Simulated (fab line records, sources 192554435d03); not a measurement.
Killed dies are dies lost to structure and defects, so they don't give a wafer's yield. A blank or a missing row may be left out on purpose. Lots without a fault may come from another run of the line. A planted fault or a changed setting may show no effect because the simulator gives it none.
Split-lot experiment | flow n5_finfet | 7 lots, 21 wafers read, on a route of 1938 steps

THE SPLIT
At N5_PASSIVATION_EXPOSE_07 (exposes mask TV, defocus 0 nm, target cd 3000 nm), the setting dose_mj was moved away from the recipe's 22.75 on 6 of the 21 wafers read, by -3.7% to +7.0%. The other wafers ran this setting at the recipe's value.

FROM THE SPLIT TO THE READING: what the file shows between them, 3 steps
- N5_PASSIVATION_PEB_08
- N5_PASSIVATION_DEVELOP_09: develop time 60 s
- N5_PASSIVATION_HARDBAKE_11: time 120 s

THE READING
cd_nm, in nm, at N5_PASSIVATION_CD_MEAS_10 (target cd 3000 nm). Fault-free wafers of this fab line usually give 3000.3 nm, standard deviation 1.6 nm.

wafer  | tool, chamber at the split | dose_mj as run | against the recipe | cd_nm, nm | against lot-mates on the recipe
L077.3 | krf_scanner-02, 0          | 22.75          | recipe             | 3000.1    | -
L077.4 | krf_scanner-02, 0          | 22.75          | recipe             | 2999.8    | -
L077.5 | krf_scanner-02, 0          | 22.75          | recipe             | 2998.3    | -
L079.3 | krf_scanner-02, 0          | 22.75          | recipe             | 3000.3    | -
L079.5 | krf_scanner-02, 0          | 23.6           | +3.7%              | 3008.4    | +8.1
L079.6 | krf_scanner-02, 0          | 23.6           | +3.7%              | 3008.8    | +8.5
L082.4 | krf_scanner-01, 0          | 22.75          | recipe             | 3000.8    | -
L082.5 | krf_scanner-01, 0          | 22.75          | recipe             | 3001.1    | -
L082.6 | krf_scanner-01, 0          | 22.75          | recipe             | 3000.0    | -
L091.3 | krf_scanner-02, 0          | 22.75          | recipe             | 2999.9    | -
L091.4 | krf_scanner-02, 0          | 22.75          | recipe             | 2998.8    | -
L091.5 | krf_scanner-02, 0          | 22.75          | recipe             | 2999.8    | -
L093.1 | krf_scanner-02, 0          | 22.75          | recipe             | 3003.1    | -
L093.2 | krf_scanner-02, 0          | 22.75          | recipe             | 2999.2    | -
L093.4 | krf_scanner-02, 0          | 22.75          | recipe             | 2999.2    | -
L095.2 | krf_scanner-01, 0          | 22.75          | recipe             | 2999.9    | -
L095.5 | krf_scanner-01, 0          | 21.91          | -3.7%              | 2989.2    | -10.7
L095.6 | krf_scanner-01, 0          | 21.91          | -3.7%              | 2991.4    | -8.5
L094.2 | krf_scanner-01, 0          | 24.35          | +7.0%              | 3012.3    | +11.7
L094.4 | krf_scanner-01, 0          | 24.35          | +7.0%              | 3016.4    | +15.8
L094.6 | krf_scanner-01, 0          | 22.75          | recipe             | 3000.6    | -

THE FIT
A straight line over all 21 wafers: cd_nm changes by +2.21 nm for each +1% of dose_mj; r = +0.98; the points scatter about the line by 1.4 nm.
The same after taking each lot's own level away (the mean of its wafers on the recipe; 21 wafers): +2.14 nm for each +1%; r = +0.98; scatter 1.3 nm.
On that fit, the largest move of dose_mj shifts the reading by 15 nm.
The lots' own levels span 2999.40 to 3000.63 nm, that is 0.8 times the standard deviation above.
So the lot-to-lot level changes the slope little: the two slopes agree.
Check: with one of the wafers moved furthest among these (+7.0%) left out of the fit, the line predicts +16.3 nm for it against its lot-mates. It came out at +11.7 nm against them.

OTHER SPLITS ON THESE WAFERS
These wafers also went through other splits before the reading. Each is held against what the fit with the lots' levels taken away leaves over:
other split on the same wafers | wafers away from the commonest value | r with cd_nm (lot level and that fit taken away)
N5_BEOL_M10_COAT_63 spin_rpm   | 6                                    | -0.08
N5_BEOL_M10_COAT_64 spin_rpm   | 10                                   | +0.09
N5_BEOL_M11_COAT_22 spin_rpm   | 10                                   | -0.20
N5_BEOL_M11_ETCH_66 time_s     | 6                                    | -0.16
N5_BEOL_M12_COAT_04 spin_rpm   | 7                                    | +0.04
N5_BEOL_M14_EXPOSE_07 dose_mj  | 10                                   | +0.37
N5_BEOL_M14_PEB_08 peb_temp_c  | 6                                    | -0.07
N5_BEOL_M14_SPUTTER_43 power_w | 7                                    | -0.06
N5_BEOL_M15_SPUTTER_44 power_w | 9                                    | +0.11

THE FILE'S OWN FIT
cd_nm changes by +2.11 nm for each +1% of dose_mj, r = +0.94.
